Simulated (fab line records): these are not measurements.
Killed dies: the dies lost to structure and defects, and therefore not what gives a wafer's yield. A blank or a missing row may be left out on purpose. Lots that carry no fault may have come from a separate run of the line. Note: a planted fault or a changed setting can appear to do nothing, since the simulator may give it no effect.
fab line records + flow nand-harc + part 2 of 2: steps 22 to 32 of 32
record:
- lots: 5
- wafers: 15
- last-day: 32
route steps=1302 shown P_BONDPAD@363 A_START@389 A_ZERO_WELL@390
lots that met no fault: taken from a fault-free run of the same line
start-h: start of the lot's first displayed wafer, in hours after the record's first day + wait-h: time in hours since the lot's previous step + " same as the row above + L1.1+2: several wafers, shown together as one row + - no value, or no start was given + * or withheld: withheld + < > ~ a bound
route shown NAME@n: NAME is a module with steps in the file, n the number in the route of the first one + usual: mean/standard deviation of fault-free wafers + same: alike in all rows + chamber/n: place in a boat + sites: the reading at each site + _std_site: standard deviation of those values + _edge_site: outer sites' mean less inner sites' + radius-mm: how far each site lies from the wafer's centre + mask NAME#n: copy n + behind: tool/chamber where the wafer was last shaped + hold: the reason the lot was held/the length of the hold in hours/how it ended + device: which transistor (n, p or np) failed to switch + end of line: tests of these same wafers at the route's end + a step with no rows: only its recipe + killed: count of dies lost to structure and defects at first sort (not the wafer's yield) + map: per-die view of a wafer (x killed, . not killed, _ where there is no die)
set.NAME: the setting as run; set.NAME@STEP: as run at that earlier step + model.NAME: the simulator's own value behind a step, which no gauge read
lots seen at some steps along the route; tables by step, rows by wafer
services: a tool's chamber out of use, with start hour (start-h, from the record's first day; less than 0 if before it), hours out, and reason
== steps ==
step: NHARC_P_BONDPAD_ACTIVATE_29
recipe:
- time-s: 60
- n2-flow-sccm: 200
- ar-flow-sccm: 0
- bias-power-w: 0
- chemistry: N2
usual:
- drypump-motor-current-A: 5.6/0.41
- oes-product-au: 0.997/0.01
- rf-vpp-V: 64.1/1
- showerhead-plenum-p-Torr: 1.75/0.081
same:
- time-s: 60
| lot.wafer | tool        | chamber | start-h | wait-h | drypump-motor-current-A | oes-product-au | rf-hours-counter-h | rf-vpp-V | showerhead-plenum-p-Torr |
|-----------|-------------|---------|---------|--------|-------------------------|----------------|--------------------|----------|--------------------------|
| L075.3    | rie-diel-02 | 0       | 152.00  | 0.1    | 5.3                     | 0.990          | 5.0                | 63.7     | 1.65                     |
| L075.1    | "           | 2       | "       | "      | 5.4                     | 0.977          | 5.4                | 63.0     | 1.68                     |
| L075.6    | "           | 0       | "       | "      | 5.3                     | 0.991          | -                  | 62.6     | 1.65                     |
| L078.2    | rie-diel-03 | 3       | 174.84  | 0.1    | 6.1                     | 0.999          | 1.8                | 65.2     | 1.86                     |
| L078.6    | "           | 0       | "       | "      | 5.6                     | 0.999          | -                  | 64.1     | 1.70                     |
| L078.5    | "           | 1       | "       | "      | 5.7                     | 0.997          | -                  | 61.8     | 1.68                     |
| L084.1    | rie-diel-02 | 3       | 247.96  | 0.1    | 4.8                     | 0.993          | 1.4                | 63.0     | 1.72                     |
| L084.2    | "           | 1       | "       | "      | 5.9                     | 0.985          | 1.2                | 63.7     | 1.80                     |
| L084.4    | "           | 2       | "       | "      | 5.4                     | 0.962          | 1.2                | 63.9     | 1.68                     |
| L090.1    | rie-diel-03 | 3       | 298.76  | 0.1    | 6.0                     | 1.005          | 0.2                | 65.7     | 1.86                     |
| L090.4    | "           | 1       | "       | "      | 5.7                     | 1.029          | 0.3                | 63.1     | 1.67                     |
| L090.5    | "           | 3       | "       | "      | 6.0                     | 1.013          | -                  | 64.7     | 1.86                     |
| L096.1    | rie-diel-12 | 0       | 353.36  | 0.1    | 5.0                     | 0.990          | 5.1                | 66.8     | 1.90                     |
| L096.5    | "           | 1       | "       | "      | 5.6                     | 1.001          | -                  | 65.0     | 1.83                     |
| L096.6    | "           | 2       | "       | "      | 5.8                     | 0.988          | -                  | 64.3     | 1.89                     |
step: NHARC_P_BONDPAD_PRECLEAN_30
recipe:
- time-s: 300
- temp-c: 23
- chemistry: DIW
same:
- time-s: 300
| lot.wafer  | tool         | chamber | start-h | wait-h |
|------------|--------------|---------|---------|--------|
| L075.6+1+3 | wet-bench-10 | 0,1,2   | 152.14  | 0.1    |
| L078.6+2+5 | wet-bench-08 | 0,1,2   | 175.00  | 0.1    |
| L084.1+2+4 | wet-bench-08 | 4,6,7   | 248.12  | 0.1    |
| L090.1+4+5 | wet-bench-10 | 3,4,5   | 298.97  | 0.2    |
| L096.6+5+1 | wet-bench-08 | 4,5,6   | 353.49  | 0.1    |
step: NHARC_P_BONDPAD_SRD_31
recipe:
- time-s: 30
- temp-c: 23
- dry-time-s: 20
- spin-rpm: 1500
usual:
- spin-rpm: 1500.0/0.7
same:
- time-s: 30
| lot.wafer | tool         | chamber | start-h | wait-h | spin-rpm |
|-----------|--------------|---------|---------|--------|----------|
| L075.6    | wet-bench-10 | 0       | -       | -      | 1500.4   |
| L075.1    | "            | 1       | "       | "      | 1500.0   |
| L075.3    | "            | 2       | "       | "      | 1499.3   |
| L078.6    | wet-bench-08 | 0       | -       | -      | 1500.2   |
| L078.2    | "            | 1       | "       | "      | 1499.7   |
| L078.5    | "            | 2       | "       | "      | 1499.0   |
| L084.1    | wet-bench-08 | 4       | -       | -      | 1500.7   |
| L084.2    | "            | 6       | "       | "      | 1500.7   |
| L084.4    | "            | 7       | "       | "      | 1500.4   |
| L090.1    | wet-bench-10 | 3       | -       | -      | 1500.0   |
| L090.4    | "            | 4       | "       | "      | 1500.1   |
| L090.5    | "            | 5       | "       | "      | 1499.0   |
| L096.6    | wet-bench-08 | 4       | -       | -      | 1500.8   |
| L096.5    | "            | 5       | "       | "      | 1501.2   |
| L096.1    | "            | 6       | "       | "      | 1500.0   |
step: NHARC_A_START_INSPECT_01
usual:
- raw-defect-count: 3.4/1.6
| lot.wafer | tool              | chamber | start-h | wait-h | raw-defect-count |
|-----------|-------------------|---------|---------|--------|------------------|
| L075.1    | defect-inspect-01 | -       | 152.40  | -      | 5                |
| L075.3    | "                 | -       | "       | "      | 4                |
| L075.6    | "                 | -       | "       | "      | 9                |
| L078.2    | defect-inspect-01 | -       | 175.21  | -      | 3                |
| L078.5    | "                 | -       | "       | "      | 5                |
| L078.6    | "                 | -       | "       | "      | 2                |
| L084.1    | defect-inspect-02 | -       | 248.37  | -      | 4                |
| L084.2    | "                 | -       | "       | "      | 1                |
| L084.4    | "                 | -       | "       | "      | 2                |
| L090.1    | defect-inspect-02 | -       | 299.18  | -      | 4                |
| L090.4    | "                 | -       | "       | "      | 2                |
| L090.5    | "                 | -       | "       | "      | 5                |
| L096.1    | defect-inspect-01 | -       | 353.72  | -      | 0                |
| L096.5    | "                 | -       | "       | "      | 2                |
| L096.6    | "                 | -       | "       | "      | 6                |
step: NHARC_A_ZERO_WELL_PRECLEAN_00
recipe:
- time-s: 600
- temp-c: 120
- chemistry: SPM
same:
- time-s: 600
| lot.wafer  | tool         | chamber | start-h | wait-h |
|------------|--------------|---------|---------|--------|
| L075.1+3+6 | wet-bench-03 | 2,4,6   | 152.49  | 0.1    |
| L078.6+2+5 | wet-bench-02 | 7,2,4   | 175.30  | 0.1    |
| L084.4+2+1 | wet-bench-06 | 4,6,7   | 248.47  | 0.1    |
| L090.1+4+5 | wet-bench-06 | 0,2,3   | 299.28  | 0.1    |
| L096.6+1+5 | wet-bench-06 | 6,1,3   | 353.81  | 0.1    |
step: NHARC_A_ZERO_WELL_SRD_01
| lot.wafer  | tool         | chamber | start-h | wait-h |
|------------|--------------|---------|---------|--------|
| L075.1+3+6 | wet-bench-03 | 2,4,6   | -       | -      |
| L078.6+2+5 | wet-bench-02 | 7,2,4   | -       | -      |
| L084.4+2+1 | wet-bench-06 | 4,6,7   | -       | -      |
| L090.1+4+5 | wet-bench-06 | 0,2,3   | -       | -      |
| L096.6+1+5 | wet-bench-06 | 6,1,3   | -       | -      |
step: NHARC_A_ZERO_WELL_DEHYDRATE_02
recipe:
- temp-c: 150
- time-s: 120
usual:
- chill-plate-temp-C: 22.98/0.11
same:
- time-s: 120
| lot.wafer | tool           | chamber | start-h | wait-h | chill-plate-temp-C |
|-----------|----------------|---------|---------|--------|--------------------|
| L075.1    | litho-track-07 | 0       | 152.80  | -      | 23.03              |
| L075.3    | "              | 0       | "       | "      | 23.14              |
| L075.6    | "              | 0       | "       | "      | 23.19              |
| L078.2    | litho-track-05 | 0       | 175.61  | -      | 23.13              |
| L078.5    | "              | 0       | "       | "      | 22.96              |
| L078.6    | "              | 0       | "       | "      | 23.10              |
| L084.1    | litho-track-07 | 0       | 248.77  | -      | 23.13              |
| L084.2    | "              | 0       | "       | "      | 22.90              |
| L084.4    | "              | 0       | "       | "      | 22.87              |
| L090.1    | litho-track-03 | 0       | 299.58  | -      | 22.95              |
| L090.4    | "              | 0       | "       | "      | 22.96              |
| L090.5    | "              | 0       | "       | "      | 22.86              |
| L096.1    | litho-track-03 | 0       | 354.12  | -      | 23.16              |
| L096.5    | "              | 0       | "       | "      | 22.94              |
| L096.6    | "              | 0       | "       | "      | 23.00              |
step: NHARC_A_ZERO_WELL_HMDS_03
recipe:
- time-s: 30
usual:
- chill-plate-temp-C: 23.01/0.11
same:
- time-s: 30
| lot.wafer | tool           | chamber | start-h | wait-h | chill-plate-temp-C |
|-----------|----------------|---------|---------|--------|--------------------|
| L075.1    | litho-track-07 | 0       | -       | -      | 23.04              |
| L075.3    | "              | 0       | "       | "      | 22.95              |
| L075.6    | "              | 0       | "       | "      | 23.08              |
| L078.2    | litho-track-05 | 0       | -       | -      | 22.95              |
| L078.5    | "              | 0       | "       | "      | 22.89              |
| L078.6    | "              | 0       | "       | "      | 23.05              |
| L084.1    | litho-track-07 | 0       | -       | -      | 22.96              |
| L084.2    | "              | 0       | "       | "      | 23.12              |
| L084.4    | "              | 0       | "       | "      | 22.88              |
| L090.1    | litho-track-03 | 0       | -       | -      | 23.12              |
| L090.4    | "              | 0       | "       | "      | 23.03              |
| L090.5    | "              | 0       | "       | "      | 23.23              |
| L096.1    | litho-track-03 | 0       | -       | -      | 23.10              |
| L096.5    | "              | 0       | "       | "      | 23.09              |
| L096.6    | "              | 0       | "       | "      | 23.14              |
step: NHARC_A_ZERO_WELL_COAT_18
recipe:
- temp-c: 200
- time-s: 65
usual:
- chill-plate-temp-C: 23.01/0.11
same:
- time-s: 65
| lot.wafer | tool           | chamber | start-h | wait-h | chill-plate-temp-C |
|-----------|----------------|---------|---------|--------|--------------------|
| L075.1    | litho-track-07 | 0       | -       | -      | 22.95              |
| L075.3    | "              | 0       | "       | "      | 23.00              |
| L075.6    | "              | 0       | "       | "      | 23.06              |
| L078.2    | litho-track-05 | 0       | -       | -      | 23.11              |
| L078.5    | "              | 0       | "       | "      | 23.22              |
| L078.6    | "              | 0       | "       | "      | 23.17              |
| L084.1    | litho-track-07 | 0       | -       | -      | 23.18              |
| L084.2    | "              | 0       | "       | "      | 23.04              |
| L084.4    | "              | 0       | "       | "      | 23.21              |
| L090.1    | litho-track-03 | 0       | -       | -      | 22.82              |
| L090.4    | "              | 0       | "       | "      | 22.90              |
| L090.5    | "              | 0       | "       | "      | 22.91              |
| L096.1    | litho-track-03 | 0       | -       | -      | 22.96              |
| L096.5    | "              | 0       | "       | "      | 22.97              |
| L096.6    | "              | 0       | "       | "      | 23.05              |
step: NHARC_A_ZERO_WELL_COAT_04
recipe:
- spin-rpm: 2000
- resist-thk-nm: 600
usual:
- chill-plate-temp-C: 22.99/0.11
| lot.wafer | tool           | chamber | start-h | wait-h | chill-plate-temp-C |
|-----------|----------------|---------|---------|--------|--------------------|
| L075.1    | litho-track-07 | 0       | -       | -      | 22.94              |
| L075.3    | "              | 0       | "       | "      | 22.72              |
| L075.6    | "              | 0       | "       | "      | 22.61              |
| L078.2    | litho-track-05 | 0       | -       | -      | 22.78              |
| L078.5    | "              | 0       | "       | "      | 22.83              |
| L078.6    | "              | 0       | "       | "      | 22.95              |
| L084.1    | litho-track-07 | 0       | -       | -      | 22.92              |
| L084.2    | "              | 0       | "       | "      | 23.03              |
| L084.4    | "              | 0       | "       | "      | 22.89              |
| L090.1    | litho-track-03 | 0       | -       | -      | 23.02              |
| L090.4    | "              | 0       | "       | "      | 22.88              |
| L090.5    | "              | 0       | "       | "      | 23.08              |
| L096.1    | litho-track-03 | 0       | -       | -      | 23.13              |
| L096.5    | "              | 0       | "       | "      | 23.12              |
| L096.6    | "              | 0       | "       | "      | 23.01              |
step: NHARC_A_ZERO_WELL_SOFTBAKE_05
recipe:
- temp-c: 125
- time-s: 70
usual:
- chill-plate-temp-C: 23.00/0.1
same:
- time-s: 70
| lot.wafer | tool           | chamber | start-h | wait-h | chill-plate-temp-C |
|-----------|----------------|---------|---------|--------|--------------------|
| L075.1    | litho-track-07 | 0       | -       | -      | 22.93              |
| L075.3    | "              | 0       | "       | "      | 22.99              |
| L075.6    | "              | 0       | "       | "      | 22.99              |
| L078.2    | litho-track-05 | 0       | -       | -      | 22.79              |
| L078.5    | "              | 0       | "       | "      | 22.97              |
| L078.6    | "              | 0       | "       | "      | 22.85              |
| L084.1    | litho-track-07 | 0       | -       | -      | 22.99              |
| L084.2    | "              | 0       | "       | "      | 22.93              |
| L084.4    | "              | 0       | "       | "      | 22.82              |
| L090.1    | litho-track-03 | 0       | -       | -      | 23.07              |
| L090.4    | "              | 0       | "       | "      | 22.94              |
| L090.5    | "              | 0       | "       | "      | 23.02              |
| L096.1    | litho-track-03 | 0       | -       | -      | 22.88              |
| L096.5    | "              | 0       | "       | "      | 22.87              |
| L096.6    | "              | 0       | "       | "      | 23.05              |
== services ==
| tool           | chamber | start-h | hours | kind   |
|----------------|---------|---------|-------|--------|
| rie-diel-02    | 3       | 129.40  | 6.4   | repair |
| wet-bench-10   | -       | 135.20  | 8.0   | pm     |
| rie-diel-12    | 0       | 144.59  | 5.2   | repair |
| rie-diel-03    | 1       | 145.67  | 15.5  | repair |
| pvd-sputter-01 | -       | 156.94  | 2.0   | repair |
| rie-diel-12    | 2       | 171.94  | 7.2   | repair |
| rie-diel-03    | 2       | 177.95  | 23.1  | repair |
| rie-diel-03    | 0       | 178.80  | 3.5   | repair |
| rie-diel-03    | 3       | 181.04  | 7.9   | repair |
| wet-bench-06   | -       | 193.64  | 8.0   | pm     |
| rie-diel-02    | -       | 216.70  | 9.0   | pm     |
| rie-diel-03    | 0       | 220.92  | 15.9  | repair |
| pvd-sputter-01 | -       | 226.00  | 10.0  | pm     |
| litho-track-07 | -       | 251.00  | 7.0   | pm     |
| rie-diel-03    | 0       | 261.36  | 11.1  | repair |
| wet-bench-06   | -       | 263.50  | 1.4   | repair |
| rie-diel-12    | -       | 268.50  | 9.0   | pm     |
| litho-track-03 | -       | 275.00  | 7.0   | pm     |
| rie-diel-03    | -       | 281.36  | 9.0   | pm     |
| wet-bench-08   | -       | 294.40  | 8.0   | pm     |
| rie-diel-02    | -       | 297.54  | 0.7   | repair |
| wet-bench-10   | -       | 311.20  | 8.0   | pm     |
| wet-bench-06   | -       | 311.34  | 1.4   | repair |
| rie-diel-02    | 1       | 321.40  | 2.7   | repair |
